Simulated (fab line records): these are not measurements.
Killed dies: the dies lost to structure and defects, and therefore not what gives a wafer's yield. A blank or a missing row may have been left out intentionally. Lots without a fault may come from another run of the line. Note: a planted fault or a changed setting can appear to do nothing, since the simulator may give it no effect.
fab line records | flow nand-harc
record lots=6 wafers=18 last-day=33
route steps=1302 shown A_STAIRCASE@674
lots that met no fault: taken from a fault-free run of the same line
start-h: hours from the record's first day to the start of the lot's first wafer shown | wait-h: hours from the lot's prior step to this one | " as in the row above | L1.1+2: a single row standing in for several wafers | - value missing, or start not given | * or withheld: withheld | < > ~ a bound
route shown NAME@n: NAME is a module with steps in the file, n the number in the route of the first one | usual: mean/standard deviation taken from wafers without a fault | same: alike in all rows | chamber/n: place in a boat | sites: the reading at each site | _std_site: the standard deviation of these | _edge_site: inner sites' mean taken away from outer sites' mean | radius-mm: for every site, how far away it sits from the centre of the wafer | mask NAME#n: copy n | behind: the last tool/chamber to shape the wafer | hold: cause of the lot's hold/its duration in hours/its outcome | device: which transistor (n, p or np) failed to switch | end of line: tests of these same wafers at the route's end | a step without rows: its recipe alone | killed: dies that structure and defects cost at the first sort, which is not the same as the wafer's yield | map: the dies of a wafer, with x for killed, . for not killed, _ for no die there
set.NAME: the setting as run; set.NAME@STEP: as run at that earlier step | model.NAME: the simulator's own value behind a step, which no gauge read
lots at some steps of the route; a table a step, a row a wafer
services: when a tool's chamber went out of use (start-h, in hours from the record's first day, below 0 if earlier), for how many hours, and the reason
## steps
# step NHARC_A_STAIRCASE_TRIM_18
# recipe time-s=211.2 o2-flow-sccm=500 ar-flow-sccm=0 bias-w=0 chemistry=O2
# usual chamber-pressure-mTorr=60.01/0.058 drypump-motor-current-A=5.8/0.42 oes-product-au=1.005/0.011 rf-vpp-V=57.9/0.85 showerhead-plenum-p-Torr=3.60/0.12 throttle-valve-pct=17.038/0.009
# columns lot.wafer tool chamber start-h wait-h chamber-pressure-mTorr drypump-motor-current-A oes-product-au rf-hours-counter-h rf-vpp-V showerhead-plenum-p-Torr throttle-valve-pct
L665.3 rie-diel-09 1 - - 60.01 5.9 0.996 10 58.0 3.65 17.039
L665.2 " 2 " " 60.00 6.2 1.019 8 58.7 3.59 17.042
L665.6 " 3 " " 59.96 6.4 1.014 - 58.0 3.78 17.035
L675.1 rie-diel-09 3 - - 59.98 6.4 1.008 51 57.8 3.75 17.039
L675.4 " 3 " " 60.00 6.4 1.010 - 58.9 3.75 17.038
L675.6 " 0 " " 60.07 5.8 0.996 - 57.8 3.62 17.047
L677.4 rie-diel-01 1 - - 60.02 5.3 0.998 37 57.2 3.45 17.045
L677.6 " 0 " " 60.05 6.0 1.005 - 56.9 3.34 17.033
L677.5 " 1 " " 59.93 5.3 0.987 - 58.7 3.45 17.037
L679.3 rie-diel-05 0 - - 59.94 5.0 1.006 29 57.2 3.56 17.025
L679.1 " 1 " " 60.01 5.8 1.009 31 56.9 3.72 17.047
L679.6 " 0 " " 59.94 5.0 1.007 - 57.4 3.56 17.047
L681.4 rie-diel-05 2 - - 60.04 5.9 0.996 34 56.6 3.58 17.055
L681.2 " 1 " " 60.12 5.8 1.010 35 58.5 3.72 17.035
L681.6 " 3 " " 60.01 5.2 0.999 - 58.3 3.76 17.042
L687.4 rie-diel-09 0 - - 60.02 5.8 1.016 31 58.1 3.60 17.048
L687.6 " 0 " " 59.90 5.7 1.016 - 57.8 3.60 17.038
L687.5 " 1 " " 59.98 5.9 0.992 - 56.4 3.61 17.028
# step NHARC_A_STAIRCASE_ETCH_19
# recipe target-depth-a=1000 time-s=40.5 ion-energy-ev=400 c4f8-flow-sccm=20 o2-flow-sccm=10 ar-flow-sccm=withheld rf-w=600 bias-w=1000 chemistry=C4F8/O2
# usual chamber-pressure-mTorr=25.003/0.021 oes-product-au=0.945/0.012 rf-vpp-V=899/4.6
# columns lot.wafer tool chamber start-h wait-h chamber-pressure-mTorr oes-product-au rf-hours-counter-h rf-vpp-V
L665.3 rie-diel-09 3 - - 24.980 0.950 8 906
L665.2 " 1 " " 24.997 0.941 10 899
L665.6 " 2 " " 24.972 0.963 - 899
L675.1 rie-diel-09 3 - - 25.004 0.963 52 901
L675.6 " 0 " " 24.987 0.940 - 902
L675.4 " 2 " " 25.008 0.960 - 897
L677.4 rie-diel-01 2 - - 25.004 0.946 26 889
L677.6 " 3 " " 25.009 0.956 - 897
L677.5 " 0 " " 24.989 0.950 - 888
L679.3 rie-diel-05 1 - - 24.999 0.939 31 902
L679.1 " 2 " " 24.973 0.938 31 898
L679.6 " 3 " " 25.026 0.944 - 904
L681.2 rie-diel-05 0 - - 24.994 0.969 33 899
L681.4 " 2 " " 24.988 0.942 34 897
L681.6 " 0 " " 25.043 0.968 - 898
L687.4 rie-diel-09 1 - - 25.005 0.942 28 900
L687.5 " 1 " " 24.991 0.940 - 900
L687.6 " 2 " " 24.962 0.951 - 896
# step NHARC_A_STAIRCASE_TRIM_20
# recipe time-s=211.2 o2-flow-sccm=500 ar-flow-sccm=0 bias-w=0 chemistry=O2
# step NHARC_A_STAIRCASE_ETCH_21
# recipe target-depth-a=1000 time-s=40.5 ion-energy-ev=400 c4f8-flow-sccm=20 o2-flow-sccm=10 ar-flow-sccm=withheld rf-w=600 bias-w=1000 chemistry=C4F8/O2
# usual chamber-pressure-mTorr=25.000/0.024 oes-product-au=0.950/0.017 rf-vpp-V=899/4.4
# columns lot.wafer tool chamber start-h wait-h chamber-pressure-mTorr oes-product-au rf-hours-counter-h rf-vpp-V
L665.3 rie-diel-09 1 - - 25.018 0.946 10 902
L665.2 " 3 " " 25.033 0.949 8 904
L665.6 " 2 " " 25.029 0.957 - 899
L675.1 rie-diel-09 2 - - 25.041 0.948 51 896
L675.4 " 2 " " 24.977 0.958 - 898
L675.6 " 0 " " 25.017 0.947 - 900
L677.4 rie-diel-09 0 - - 24.970 0.938 38 898
L677.5 " 3 " " 24.939 0.979 - 904
L677.6 " 0 " " 24.955 0.949 - 899
L679.1 rie-diel-05 1 - - 25.027 0.959 31 904
L679.3 " 3 " " 24.990 0.948 29 904
L679.6 " 2 " " 25.026 0.947 - 898
L681.4 rie-diel-05 0 - - 24.971 0.951 33 896
L681.2 " 1 " " 24.968 0.952 35 903
L681.6 " 2 " " 25.022 0.934 - 897
L687.4 rie-diel-09 2 - - 24.973 0.954 24 895
L687.5 " 0 " " 24.998 0.947 - 898
L687.6 " 1 " " 25.016 0.954 - 899
# step NHARC_A_STAIRCASE_TRIM_22
# recipe time-s=211.2 o2-flow-sccm=500 ar-flow-sccm=0 bias-w=0 chemistry=O2
# step NHARC_A_STAIRCASE_ETCH_23
# recipe target-depth-a=1000 time-s=40.5 ion-energy-ev=400 c4f8-flow-sccm=20 o2-flow-sccm=10 ar-flow-sccm=withheld rf-w=600 bias-w=1000 chemistry=C4F8/O2
# usual chamber-pressure-mTorr=25.000/0.023 oes-product-au=0.945/0.015 rf-vpp-V=899/4.4
# columns lot.wafer tool chamber start-h wait-h chamber-pressure-mTorr oes-product-au rf-hours-counter-h rf-vpp-V
L665.3 rie-diel-09 1 - - 25.030 0.935 11 902
L665.2 " 2 " " 25.000 0.955 8 898
L665.6 " 1 " " 25.003 0.935 - 899
L675.1 rie-diel-09 0 - - 25.005 0.940 31 899
L675.6 " 2 " " 24.969 0.960 - 897
L675.4 " 0 " " 24.984 0.941 - 899
L677.4 rie-diel-09 3 - - 25.013 0.961 57 903
L677.6 " 2 " " 24.965 0.954 - 896
L677.5 " 3 " " 25.001 0.976 - 905
L679.3 rie-diel-05 2 - - 25.011 0.956 31 900
L679.1 " 3 " " 24.989 0.940 29 904
L679.6 " 3 " " 25.023 0.939 - 904
L681.2 rie-diel-05 1 - - 25.048 0.943 36 904
L681.4 " 2 " " 24.949 0.964 34 899
L681.6 " 1 " " 25.036 0.945 - 903
L687.4 rie-diel-09 3 - - 25.010 0.960 28 902
L687.6 " 3 " " 24.982 0.955 - 904
L687.5 " 0 " " 25.028 0.959 - 899
# step NHARC_A_STAIRCASE_TRIM_24
# recipe time-s=211.2 o2-flow-sccm=500 ar-flow-sccm=0 bias-w=0 chemistry=O2
# step NHARC_A_STAIRCASE_ETCH_25
# recipe target-depth-a=1000 time-s=40.5 ion-energy-ev=400 c4f8-flow-sccm=20 o2-flow-sccm=10 ar-flow-sccm=withheld rf-w=600 bias-w=1000 chemistry=C4F8/O2
# step NHARC_A_STAIRCASE_TRIM_26
# recipe time-s=211.2 o2-flow-sccm=500 ar-flow-sccm=0 bias-w=0 chemistry=O2
# step NHARC_A_STAIRCASE_ETCH_27
# recipe target-depth-a=1000 time-s=40.5 ion-energy-ev=400 c4f8-flow-sccm=20 o2-flow-sccm=10 ar-flow-sccm=withheld rf-w=600 bias-w=1000 chemistry=C4F8/O2
# usual chamber-pressure-mTorr=25.000/0.023 oes-product-au=0.944/0.016 rf-vpp-V=899/4.6
# columns lot.wafer tool chamber start-h wait-h chamber-pressure-mTorr oes-product-au rf-hours-counter-h rf-vpp-V
L665.2 rie-diel-09 1 - - 24.969 0.932 11 899
L665.3 " 2 " " 24.995 0.954 9 899
L665.6 " 1 " " 24.965 0.942 - 901
L675.1 rie-diel-09 2 - - 25.010 0.967 52 897
L675.4 " 1 " " 24.970 0.925 43 899
L675.6 " 2 " " 24.946 0.959 - 896
L677.4 rie-diel-09 1 - - 24.979 0.929 50 900
L677.6 " 3 " " 25.020 0.959 - 904
L677.5 " 0 " " 25.011 0.958 - 900
L679.3 rie-diel-05 1 - - 24.973 0.954 32 902
L679.1 " 3 " " 25.007 0.937 29 904
L679.6 " 2 " " 25.003 0.955 - 899
L681.2 rie-diel-05 2 - - 24.980 0.941 35 898
L681.4 " 0 " " 24.963 0.938 34 898
L681.6 " 3 " " 25.037 0.930 - 904
L687.4 rie-diel-09 1 - - 25.022 0.927 28 900
L687.6 " 3 " " 25.017 0.932 - 903
L687.5 " 0 " " 25.018 0.948 - 899
# step NHARC_A_STAIRCASE_STRIP_175
# recipe power-w=1500 temp-c=250 chemistry=O2
# usual drypump-motor-current-A=5.36/0.1 heater-power-w=348/22
# columns lot.wafer tool chamber start-h wait-h drypump-motor-current-A heater-power-w rf-hours-counter-h
L665.2 plasma-asher-02 0 363.69 0.1 5.43 373 23
L665.3 " 1 " " 5.48 339 -
L665.6 " 0 " " 5.39 365 -
L675.1 plasma-asher-02 0 463.02 0.1 5.37 371 3
L675.4 " 1 " " 5.48 359 -
L675.6 " 1 " " 5.46 360 -
L677.4 plasma-asher-01 1 490.73 0.2 - - -
L677.5 " 0 " " - - -
L677.6 " 1 " " - - -
L679.1 plasma-asher-02 0 502.01 0.1 - - -
L679.3 " 1 " " - - -
L679.6 " 1 " " - - -
L681.2 plasma-asher-01 0 513.62 0.1 5.35 340 38
L681.4 " 0 " " 5.36 346 -
L681.6 " 0 " " 5.35 351 -
L687.4 plasma-asher-01 0 588.38 0.2 5.32 369 -
L687.5 " 1 " " 5.22 312 -
L687.6 " 0 " " 5.34 369 -
# step NHARC_A_STAIRCASE_STRIP_148
# recipe time-s=900 temp-c=130 chemistry=SPM
## services
# columns tool chamber start-h hours kind
plasma-asher-02 - 341.74 1.1 repair
plasma-asher-01 - 342.00 9.0 pm
plasma-asher-02 - 347.39 1.3 repair
rie-diel-09 0 353.97 - clean
rie-diel-09 1 353.97 - clean
rie-diel-09 2 353.97 - clean
rie-diel-09 3 353.97 - clean
rie-diel-09 0 358.70 36.5 repair
rie-diel-01 - 381.24 9.0 pm
rie-diel-09 1 386.84 5.0 repair
rie-diel-05 - 406.62 9.0 pm
rie-diel-01 0 407.74 18.9 repair
plasma-asher-02 - 418.00 1.7 repair
plasma-asher-02 - 423.32 1.7 repair
plasma-asher-02 - 426.61 9.0 pm
rie-diel-09 1 449.41 13.0 repair
rie-diel-01 3 455.97 1.4 repair
rie-diel-09 - 463.31 1.1 repair
rie-diel-01 2 476.04 5.3 repair
rie-diel-05 3 491.62 1.4 repair
rie-diel-09 - 497.46 9.0 pm
plasma-asher-01 - 519.00 9.0 pm
rie-diel-01 - 558.24 9.0 pm
rie-diel-05 - 583.85 9.0 pm
## key
first-sign step=NHARC_A_STAIRCASE_STRIP_175 reading=tool-record direction=missing
effect none on later readings
met-at NHARC_A_STAIRCASE_STRIP_175
struck-wafers L677.4,L677.5,L677.6,L679.1,L679.3,L679.6
tester-left-out L677,L679
onset-between 463.02 490.73
fault kind=skipped-step-whole tool=plasma-asher-01,plasma-asher-02 chamber=- onset-h=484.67 steps=NHARC_A_STAIRCASE_STRIP_175 scope=struck-lots-only
# tester-left-out: of these lots the tester's yield and bins aren't shown, on N5 and GAA mostly nor the transistor test; their killed dies are dies lost to structure and defects alone, not to doping, threshold or leakage, so they don't give the yield
